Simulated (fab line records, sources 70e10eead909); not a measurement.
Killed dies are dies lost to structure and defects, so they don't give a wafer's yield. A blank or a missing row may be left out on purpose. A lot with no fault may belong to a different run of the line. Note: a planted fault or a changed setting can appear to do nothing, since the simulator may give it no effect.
Comparing a struck lot with a sound one | flow nand_harc | 20 out of 1159 route steps
Sound: these wafers, L994.2, L994.3, L994.6. The struck wafers were L998.1, L998.2, L998.6. Last of all comes the cause.
Order at every step that has rows: each side's tool, ch and its chambers, its first start. Under that, the readings that differ: sound wafers | struck wafers | difference of the means | sigmas: that difference in standard deviations of wafers without a fault.
alike: readings with means less than 2 such deviations apart, plus words and numbers identical on both sides. not compared: withheld readings, readings lacking a value on some wafer, bounds such as >300 that could conceal the same value, and numbers that have no deviation in the record and whose values overlap.
The two part at a step that has a row with sigmas, a row that says differs or no value, or rows on one side only. Numbers that don't overlap but have no deviation are shown without sigmas and don't part them. A reading missing from all wafers of one side parts the sides only when that side holds two or more wafers.

NHARC_P_ZERO_WELL_CD_MEAS_11 targets a cd of 500 nm.
  sound on cd_sem-01 ch 0, day 3 01:07; struck on cd_sem-01 ch 0, day 4 01:15
  alike: cd_nm
then, 1 step without rows for these wafers: NHARC_P_ZERO_WELL_HARDBAKE_12 (time 65 s).
NHARC_P_ZERO_WELL_DESCUM_13: chemistry O2, time 3 s.
  sound on rie_diel-07 ch 0,1,3, day 3 01:16; struck on rie_diel-07 ch 2,3, day 4 01:25
  alike: drypump_motor_current_A, oes_product_au, rf_vpp_V, showerhead_plenum_p_Torr, throttle_valve_pct
  not compared: rf_hours_counter_h
NHARC_P_ZERO_WELL_ETCH_65: etches the open film in N2/H2, target depth 80 nm, overetch 24 nm, time 87.88 s.
  sound on rie_diel-07 ch 0,1, day 3 01:22; struck on rie_diel-07 ch 0,3, day 4 01:29
  alike: drypump_motor_current_A, oes_product_au, rf_fwd_power_W, rf_vpp_V, showerhead_plenum_p_Torr, throttle_valve_pct
  not compared: rf_hours_counter_h
NHARC_P_ZERO_WELL_ETCH_62: etches the open film in CHF3/Ar, target depth 13 nm, time 6.5 s.
  sound on rie_diel-07 ch 0,3; struck on rie_diel-07 ch 1,2,3
  alike: drypump_motor_current_A, oes_product_au, rf_fwd_power_W, rf_vpp_V, showerhead_plenum_p_Torr, throttle_valve_pct
  not compared: rf_hours_counter_h
NHARC_P_ZERO_WELL_ETCH_63: etches the open film in HBr/Cl2, target depth 120 nm, time 40.1 s.
  sound on rie_si-02 ch 1,2, day 3 01:32; struck on rie_si-03 ch 1,2,3, day 4 01:41
  alike: drypump_motor_current_A, hbr_flow_sccm, he_backside_leak_sccm, oes_product_au, rf_fwd_power_W, throttle_valve_pct
  not compared: rf_hours_counter_h
then, 6 steps without rows for these wafers: NHARC_P_ZERO_WELL_STRIP_15 (strips in SPM, time 900 s); NHARC_P_ZERO_WELL_DEHYDRATE_16 (time 120 s); NHARC_P_ZERO_WELL_HMDS_17 (time 30 s); NHARC_P_ZERO_WELL_COAT_18; NHARC_P_ZERO_WELL_SOFTBAKE_19 (time 95 s); NHARC_P_ZERO_WELL_EBR_20.
NHARC_P_ZERO_WELL_EXPOSE_21: exposes mask P NWELL, target cd 720 nm.
  sound on krf_scanner-03 ch 0, day 3 02:19; struck on krf_scanner-03 ch 0, day 4 02:26
  reading | sound                         | struck                                 | difference | sigmas
  mask    | P_NWELL#0 P_NWELL#0 P_NWELL#0 | P_NWELL_R1#0 P_NWELL_R1#0 P_NWELL_R1#0 | differs    |
then, 2 steps without rows for these wafers: NHARC_P_ZERO_WELL_PEB_22 (peb time 85 s); NHARC_P_ZERO_WELL_DEVELOP_23 (time 70 s).
NHARC_P_ZERO_WELL_CD_MEAS_24 targets a cd of 720 nm.
  sound on cd_sem-01 ch 0, day 3 02:28; struck on cd_sem-03 ch 0, day 4 02:35
  reading    | sound             | struck            | difference | sigmas
  cd_nm (nm) | 723.2 720.7 719.2 | 702.7 705.4 703.2 | -17.3      | -6
then, 1 step without rows for these wafers: NHARC_P_ZERO_WELL_HARDBAKE_25 (time 80 s).
NHARC_P_ZERO_WELL_DESCUM_26: chemistry O2, time 3 s.
  sound on rie_diel-11 ch 0,1, day 3 02:38; struck on rie_diel-08 ch 1,2, day 4 02:45
  reading                      | sound             | struck            | difference | sigmas
  oes_product_au (a.u.)        | 0.966 0.996 0.990 | 1.018 1.001 1.024 | +0.030     | +2
  model.P_ZERO_WELL.cd_nm (nm) | 723 719.6 718.8   | 702.2 705.1 702.5 | -17.2      |
  alike: drypump_motor_current_A, rf_vpp_V, showerhead_plenum_p_Torr, throttle_valve_pct
  not compared: rf_hours_counter_h
after that, 1 step had no rows for these wafers: NHARC_P_ZERO_WELL_IMPLANT_27.
-- jump in the record: it breaks off in module P_ZERO_WELL and resumes in module END (first step shown: number 1159 of the route), and 18 days separate the struck wafers' starts before and after --
NHARC_END_SORT_01:
  the record has rows for the struck wafers here (prober-02 ch 0, day 21 19:53) and none for the sound ones

== WHERE THEY PART ==
At NHARC_P_ZERO_WELL_EXPOSE_21 first; at NHARC_END_SORT_01 last (within this record only).

WHY: whatever the simulator had introduced
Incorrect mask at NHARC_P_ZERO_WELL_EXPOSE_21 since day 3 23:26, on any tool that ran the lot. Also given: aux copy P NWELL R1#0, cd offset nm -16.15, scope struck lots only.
